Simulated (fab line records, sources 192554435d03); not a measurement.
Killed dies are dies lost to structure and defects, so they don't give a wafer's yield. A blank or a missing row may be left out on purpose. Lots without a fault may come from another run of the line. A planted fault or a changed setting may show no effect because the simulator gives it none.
Chamber matching | flow n5_finfet | N5_BEOL_M0_SAQP_ALD_48 on ald_sin-03: 4 sister chambers
The step deposits SiO2, target thk 20 nm, pulse time 1 s, co reactant pulse time 1 s. 20 wafers are shown with their chamber, then 10 later ones without.

WAFERS WITH THEIR CHAMBER
wafer  | chamber | heater_power_w (W) | precursor_pulse_height_rel
L078.1 | 1       | 78                 | 0.987
L078.3 | 2       | 64                 | 1.014
L078.5 | 2       | 64                 | 0.967
L084.1 | 0       | 79                 | 0.970
L084.3 | 1       | 76                 | 1.001
L084.4 | 2       | 65                 | 1.000
L086.1 | 0       | 79                 | 0.980
L086.2 | 2       | 64                 | 1.021
L086.6 | 3       | 87                 | 0.977
L085.3 | 2       | 64                 | 0.977
L085.4 | 3       | 84                 | 1.063
L085.6 | 1       | 77                 | 0.981
L087.1 | 1       | 77                 | 0.991
L087.2 | 0       | 80                 | 1.017
L087.3 | 2       | 66                 | 0.989
L087.4 | 3       | 84                 | 1.012
L087.5 | 2       | 64                 | 1.022
L087.6 | 3       | 83                 | 1.037
L092.1 | 2       | 64                 | 0.991
L092.2 | 0       | 80                 | 0.976

SIGNATURES (means of the wafers above)
reading                    | chamber 0 | chamber 1 | chamber 2 | chamber 3 | scatter within a chamber
heater_power_w             | 79.50     | 77.00     | 64.38     | 84.50     | 0.996
precursor_pulse_height_rel | 0.98575   | 0.99000   | 0.99762   | 1.02225   | 0.023
Rule: a wafer's distance from a chamber is the root of the sum, over the readings, of the square of ((its reading less the chamber's mean) divided by the reading's scatter). The wafer belongs to the nearest chamber; if the next one is less than 2 further off, it can't be placed. The scatter: the root of (the sum of the squares of (reading less its chamber's mean) over the shown wafers, divided by (wafers less chambers)).

WAFERS WITHOUT THEIR CHAMBER
wafer  | heater_power_w (W) | precursor_pulse_height_rel
L092.6 | 77                 | 1.005
L093.1 | 76                 | 0.995
L093.3 | 79                 | 0.990
L093.6 | 76                 | 1.017
L094.1 | 84                 | 1.008
L094.3 | 64                 | 0.989
L094.4 | 77                 | 0.999
L097.2 | 80                 | 1.049
L097.5 | 77                 | 1.002
L097.6 | 82                 | 0.982

WHICH CHAMBER EACH WENT THROUGH
wafer  | from the rows above          | in truth
L092.6 | can't be placed: 1 or 0      | 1
L093.1 | 1                            | 1
L093.3 | can't be placed: 0 or 1      | 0
L093.6 | 1                            | 1
L094.1 | 3                            | 3
L094.3 | 2                            | 2
L094.4 | 1                            | 1
L097.2 | can't be placed: 0 or 1 or 3 | 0
L097.5 | 1                            | 1
L097.6 | can't be placed: 0 or 3      | 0
Placed correctly: 6 of 10. Can't be placed from these rows: 4 (the true chamber is among the candidates in 4). Placed wrongly: 0.
